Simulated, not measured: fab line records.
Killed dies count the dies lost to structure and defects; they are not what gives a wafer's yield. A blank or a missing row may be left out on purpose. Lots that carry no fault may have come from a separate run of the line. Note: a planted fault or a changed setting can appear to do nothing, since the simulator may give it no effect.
fab line records ; flow nand_harc ; part 2 of 2: steps 24 to 31 of 31
record: lots: 5; wafers: 15; last_day: 25
route steps=1159 shown A_STAIRCASE@534
lots that met no fault: from a run of the same line without faults
start_h: the number of hours between the record's first day and the start of the first shown wafer of the lot ; wait_h: how many hours have passed since the lot's step before this one ; " same as the row above ; L1.1+2: a single row standing in for several wafers ; - no value present, or no start provided ; * or withheld: withheld ; < > ~ a bound
route shown NAME@n: a module of which the file shows steps, and the number in the route of the first ; usual: mean and standard deviation over wafers with no fault ; same: alike in all rows ; chamber/n: place in a boat ; sites: per-site readings ; _std_site: how widely they spread, as a standard deviation ; _edge_site: outer sites' mean less inner sites' ; radius_mm: for every site, how far away it sits from the centre of the wafer ; mask NAME#n: copy n ; behind: the last tool/chamber to shape the wafer ; hold: the reason the lot was held/the length of the hold in hours/how it ended ; device: names the non-switching transistor (n, p or np) ; end of line: the same wafers' tests at the end of the route ; where a step has no rows: the recipe by itself ; killed: count of dies lost to structure and defects at first sort (not the wafer's yield) ; map: the dies of a wafer, with x for killed, . for not killed, _ for no die there
set.NAME: setting as actually run; set.NAME@STEP: the setting as run at that earlier step ; model.NAME: the simulator's own value behind a step, which no gauge read
a table for each step, a row for each wafer; lots at some steps of the route
services: the hour from which a tool's chamber was out of use, counted from the record's first day as start_h (under 0 if before that day), plus the number of hours and why
== steps ==
step: NHARC_A_STAIRCASE_TRIM_22
recipe: time_s: 211.2; o2_flow_sccm: 500; ar_flow_sccm: 0; bias_w: 0; chemistry: O2
usual: drypump_motor_current_A: 6.1/0.34; oes_product_au: 0.999/0.0094; rf_vpp_V: 57.7/0.89; showerhead_plenum_p_Torr: 3.54/0.13; throttle_valve_pct: 17.037/0.01
lot.wafer;tool;chamber;start_h;wait_h;drypump_motor_current_A;oes_product_au;rf_hours_counter_h;rf_vpp_V;showerhead_plenum_p_Torr;throttle_valve_pct
L085.2;rie_diel-02;2;-;-;6.3;1.001;57;58.2;3.60;17.048
L085.4;rie_diel-02;0;-;-;5.7;0.990;57;56.7;3.27;17.055
L085.5;rie_diel-02;3;-;-;5.8;1.004;-;58.6;3.27;17.038
L091.2;rie_diel-07;2;-;-;6.0;1.000;36;57.8;3.75;17.042
L091.6;rie_diel-07;2;-;-;6.0;0.989;-;57.5;3.75;17.041
L091.5;rie_diel-07;3;-;-;5.5;0.985;-;59.5;3.67;17.052
L093.1;rie_diel-06;2;-;-;6.4;0.997;33;58.5;3.58;17.035
L093.3;rie_diel-06;1;-;-;6.3;1.007;37;57.2;3.50;17.024
L093.6;rie_diel-06;3;-;-;5.7;1.000;-;56.8;3.58;17.051
L094.2;rie_diel-02;1;-;-;6.7;1.013;9;57.1;3.66;17.036
L094.4;rie_diel-02;3;-;-;5.8;0.997;-;58.9;3.80;17.046
L094.6;rie_diel-02;1;-;-;6.7;1.014;-;58.4;3.66;17.047
L097.1;rie_diel-06;1;-;-;6.2;1.001;50;57.8;3.49;17.037
L097.6;rie_diel-06;0;-;-;6.3;1.002;-;57.8;3.34;17.045
L097.4;rie_diel-06;2;-;-;6.4;0.978;-;57.9;3.57;17.017
step: NHARC_A_STAIRCASE_ETCH_23
recipe: target_depth_a: 1000; time_s: 40.5; ion_energy_ev: 400; c4f8_flow_sccm: 20; o2_flow_sccm: 10; ar_flow_sccm: withheld; rf_w: 600; bias_w: 1000; chemistry: C4F8/O2
usual: oes_product_au: 0.942/0.011; rf_vpp_V: 896/4.7
lot.wafer;tool;chamber;start_h;wait_h;oes_product_au;rf_hours_counter_h;rf_vpp_V
L085.4;rie_diel-02;3;-;-;0.947;58;888
L085.2;rie_diel-02;0;-;-;0.928;57;887
L085.5;rie_diel-02;2;-;-;0.921;-;899
L091.2;rie_diel-07;1;-;-;0.947;32;894
L091.6;rie_diel-07;2;-;-;0.942;-;905
L091.5;rie_diel-07;3;-;-;0.932;-;901
L093.3;rie_diel-06;2;-;-;0.924;34;897
L093.1;rie_diel-06;3;-;-;0.930;40;895
L093.6;rie_diel-06;2;-;-;0.918;-;898
L094.2;rie_diel-02;2;-;-;0.934;9;899
L094.4;rie_diel-02;1;-;-;0.945;-;901
L094.6;rie_diel-02;2;-;-;0.933;-;898
L097.1;rie_diel-06;1;-;-;0.954;50;895
L097.4;rie_diel-06;0;-;-;0.941;-;889
L097.6;rie_diel-06;1;-;-;0.948;-;892
step: NHARC_A_STAIRCASE_TRIM_24
recipe: time_s: 211.2; o2_flow_sccm: 500; ar_flow_sccm: 0; bias_w: 0; chemistry: O2
usual: drypump_motor_current_A: 6.1/0.34; oes_product_au: 0.999/0.011; rf_vpp_V: 57.8/0.9; showerhead_plenum_p_Torr: 3.53/0.13; throttle_valve_pct: 17.038/0.0094
lot.wafer;tool;chamber;start_h;wait_h;drypump_motor_current_A;oes_product_au;rf_hours_counter_h;rf_vpp_V;showerhead_plenum_p_Torr;throttle_valve_pct
L085.2;rie_diel-02;2;-;-;6.3;0.990;57;57.9;3.60;17.049
L085.4;rie_diel-02;3;-;-;5.8;0.988;58;56.8;3.27;17.051
L085.5;rie_diel-02;1;-;-;6.7;0.987;-;58.4;3.67;17.026
L091.2;rie_diel-07;3;-;-;5.5;0.982;38;61.0;3.67;17.023
L091.6;rie_diel-07;1;-;-;5.5;1.012;-;58.3;3.48;17.038
L091.5;rie_diel-07;2;-;-;6.1;0.997;-;58.0;3.75;17.056
L093.3;rie_diel-06;2;-;-;6.5;0.983;34;57.0;3.58;17.036
L093.1;rie_diel-06;3;-;-;5.7;1.000;40;57.0;3.58;17.049
L093.6;rie_diel-06;3;-;-;5.7;1.001;-;56.9;3.58;17.025
L094.2;rie_diel-02;2;-;-;6.3;0.991;11;57.9;3.59;17.037
L094.4;rie_diel-02;2;-;-;6.3;0.994;-;58.3;3.59;17.033
L094.6;rie_diel-02;3;-;-;5.9;0.998;-;56.5;3.80;17.051
L097.1;rie_diel-06;0;-;-;6.3;1.011;53;57.4;3.34;17.047
L097.4;rie_diel-06;2;-;-;6.4;0.987;-;58.4;3.57;17.040
L097.6;rie_diel-06;1;-;-;6.2;1.011;-;56.5;3.49;17.029
step: NHARC_A_STAIRCASE_ETCH_25
recipe: target_depth_a: 1000; time_s: 40.5; ion_energy_ev: 400; c4f8_flow_sccm: 20; o2_flow_sccm: 10; ar_flow_sccm: withheld; rf_w: 600; bias_w: 1000; chemistry: C4F8/O2
usual: oes_product_au: 0.940/0.013; rf_vpp_V: 896/4.6
lot.wafer;tool;chamber;start_h;wait_h;oes_product_au;rf_hours_counter_h;rf_vpp_V
L085.2;rie_diel-02;2;-;-;0.929;57;899
L085.4;rie_diel-02;0;-;-;0.926;57;886
L085.5;rie_diel-02;2;-;-;0.930;-;898
L091.2;rie_diel-07;2;-;-;0.928;36;904
L091.6;rie_diel-07;3;-;-;0.926;-;899
L091.5;rie_diel-07;0;-;-;0.941;-;901
L093.3;rie_diel-06;3;-;-;0.938;40;899
L093.1;rie_diel-06;1;-;-;0.954;37;895
L093.6;rie_diel-06;2;-;-;0.938;-;897
L094.2;rie_diel-02;1;-;-;0.932;11;901
L094.4;rie_diel-02;1;-;-;0.942;-;900
L094.6;rie_diel-02;2;-;-;0.922;-;898
L097.1;rie_diel-06;0;-;-;0.952;53;889
L097.4;rie_diel-06;0;-;-;0.934;-;889
L097.6;rie_diel-06;1;-;-;0.945;-;893
step: NHARC_A_STAIRCASE_TRIM_26
recipe: time_s: 211.2; o2_flow_sccm: 500; ar_flow_sccm: 0; bias_w: 0; chemistry: O2
usual: drypump_motor_current_A: 6.1/0.34; oes_product_au: 0.999/0.01; rf_vpp_V: 57.9/0.87; showerhead_plenum_p_Torr: 3.53/0.13; throttle_valve_pct: 17.035/0.0092
lot.wafer;tool;chamber;start_h;wait_h;drypump_motor_current_A;oes_product_au;rf_hours_counter_h;rf_vpp_V;showerhead_plenum_p_Torr;throttle_valve_pct
L085.2;rie_diel-02;1;-;-;6.7;0.994;53;56.3;3.67;17.034
L085.4;rie_diel-02;3;-;-;5.9;0.983;58;58.2;3.27;17.043
L085.5;rie_diel-02;1;-;-;6.7;0.995;-;58.5;3.67;17.024
L091.2;rie_diel-07;2;-;-;6.0;1.008;37;57.8;3.75;17.018
L091.6;rie_diel-07;0;-;-;6.3;1.005;-;58.8;3.67;17.025
L091.5;rie_diel-07;1;-;-;5.4;1.010;-;57.8;3.48;17.025
L093.1;rie_diel-06;2;-;-;6.5;1.006;35;57.2;3.58;17.042
L093.3;rie_diel-06;1;-;-;6.3;1.007;39;58.4;3.49;17.031
L093.6;rie_diel-06;2;-;-;6.4;0.988;-;58.4;3.58;17.038
L094.2;rie_diel-02;3;-;-;5.9;1.001;11;56.9;3.80;17.024
L094.4;rie_diel-02;1;-;-;6.7;1.014;-;58.3;3.66;17.028
L094.6;rie_diel-02;2;-;-;6.3;0.997;-;58.4;3.59;17.027
L097.1;rie_diel-06;2;-;-;6.4;0.989;45;57.2;3.57;17.044
L097.4;rie_diel-06;0;-;-;6.4;1.010;-;57.2;3.34;17.032
L097.6;rie_diel-06;2;-;-;6.4;0.978;-;58.2;3.57;17.032
step: NHARC_A_STAIRCASE_ETCH_27
recipe: target_depth_a: 1000; time_s: 40.5; ion_energy_ev: 400; c4f8_flow_sccm: 20; o2_flow_sccm: 10; ar_flow_sccm: withheld; rf_w: 600; bias_w: 1000; chemistry: C4F8/O2
usual: oes_product_au: 0.942/0.01; rf_vpp_V: 896/4.7
lot.wafer;tool;chamber;start_h;wait_h;oes_product_au;rf_hours_counter_h;rf_vpp_V
L085.2;rie_diel-02;1;-;-;0.927;53;901
L085.4;rie_diel-02;2;-;-;0.933;58;899
L085.5;rie_diel-02;2;-;-;0.929;-;900
L091.2;rie_diel-07;3;-;-;0.930;39;902
L091.6;rie_diel-07;3;-;-;0.952;-;903
L091.5;rie_diel-07;0;-;-;0.945;-;900
L093.3;rie_diel-06;2;-;-;0.920;35;898
L093.1;rie_diel-06;0;-;-;0.928;41;889
L093.6;rie_diel-06;1;-;-;0.929;-;894
L094.2;rie_diel-02;3;-;-;0.941;11;906
L094.6;rie_diel-02;3;-;-;0.934;-;905
L094.4;rie_diel-02;1;-;-;0.947;-;901
L097.1;rie_diel-06;1;-;-;0.943;51;893
L097.4;rie_diel-06;0;-;-;0.943;-;889
L097.6;rie_diel-06;1;-;-;0.949;-;896
step: NHARC_A_STAIRCASE_STRIP_175
recipe: power_w: 1500; temp_c: 250; chemistry: O2
usual: drypump_motor_current_A: 5.9/0.42; heater_power_w: 303/17
lot.wafer;tool;chamber;start_h;wait_h;drypump_motor_current_A;heater_power_w;rf_hours_counter_h
L085.2;plasma_asher-02;1;296.92;0.2;5.8;283;28
L085.4;plasma_asher-02;1;296.92;0.2;5.8;279;-
L085.5;plasma_asher-02;1;296.92;0.2;5.8;283;-
L091.2;plasma_asher-01;0;342.14;0.1;6.1;298;19
L091.6;plasma_asher-01;0;342.14;0.1;6.1;297;-
L091.5;plasma_asher-01;1;342.14;0.1;5.3;314;-
L093.1;plasma_asher-01;0;361.08;0.3;6.1;297;25
L093.3;plasma_asher-01;1;361.08;0.3;5.3;318;-
L093.6;plasma_asher-01;1;361.08;0.3;5.3;316;-
L094.2;plasma_asher-01;0;362.50;0.5;6.1;296;27
L094.4;plasma_asher-01;1;362.50;0.5;5.3;318;-
L094.6;plasma_asher-01;1;362.50;0.5;5.3;317;-
L097.1;plasma_asher-01;1;389.19;0.1;5.3;305;39
L097.4;plasma_asher-01;0;389.19;0.1;6.1;291;-
L097.6;plasma_asher-01;0;389.19;0.1;6.1;287;-
step: NHARC_A_STAIRCASE_STRIP_148
recipe: time_s: 900; temp_c: 130; chemistry: SPM
lot.wafer;tool;chamber;start_h;wait_h
L085.2+5+4;wet_bench-06;6,1,2;297.22;0.3
L091.2+5+6;wet_bench-09;1,2,6;342.50;0.3
L093.6+3+1;wet_bench-04;0,3,4;361.43;0.1
L094.2+4+6;wet_bench-06;7,0,2;362.85;0.3
L097.4+6+1;wet_bench-09;7,0,1;389.55;0.2
== services ==
tool;chamber;start_h;hours;kind
rie_diel-06;0;274.70;-;clean
rie_diel-06;1;274.70;-;clean
rie_diel-06;2;274.70;-;clean
rie_diel-06;3;274.70;-;clean
plasma_asher-01;-;276.00;9.0;pm
krf_scanner-04;-;286.73;1.4;repair
rie_diel-07;1;287.55;13.4;repair
wet_bench-09;-;288.80;8.0;pm
rie_diel-06;2;289.33;6.8;repair
krf_scanner-04;-;298.00;4.0;pm
wet_bench-06;-;305.60;8.0;pm
rie_diel-02;0;318.79;4.1;repair
krf_scanner-02;-;324.55;5.0;repair
rie_diel-02;-;327.76;9.0;pm
wet_bench-04;-;339.20;8.0;pm
litho_track-02;-;340.00;7.0;pm
krf_scanner-03;-;340.11;4.0;pm
krf_scanner-04;-;354.57;2.7;repair
rie_diel-06;3;360.12;2.1;repair
plasma_asher-02;-;360.31;9.0;pm
litho_track-07;-;364.00;7.0;pm
krf_scanner-02;-;365.21;6.3;repair
krf_scanner-02;-;382.00;4.0;pm
litho_track-03;-;388.00;7.0;pm
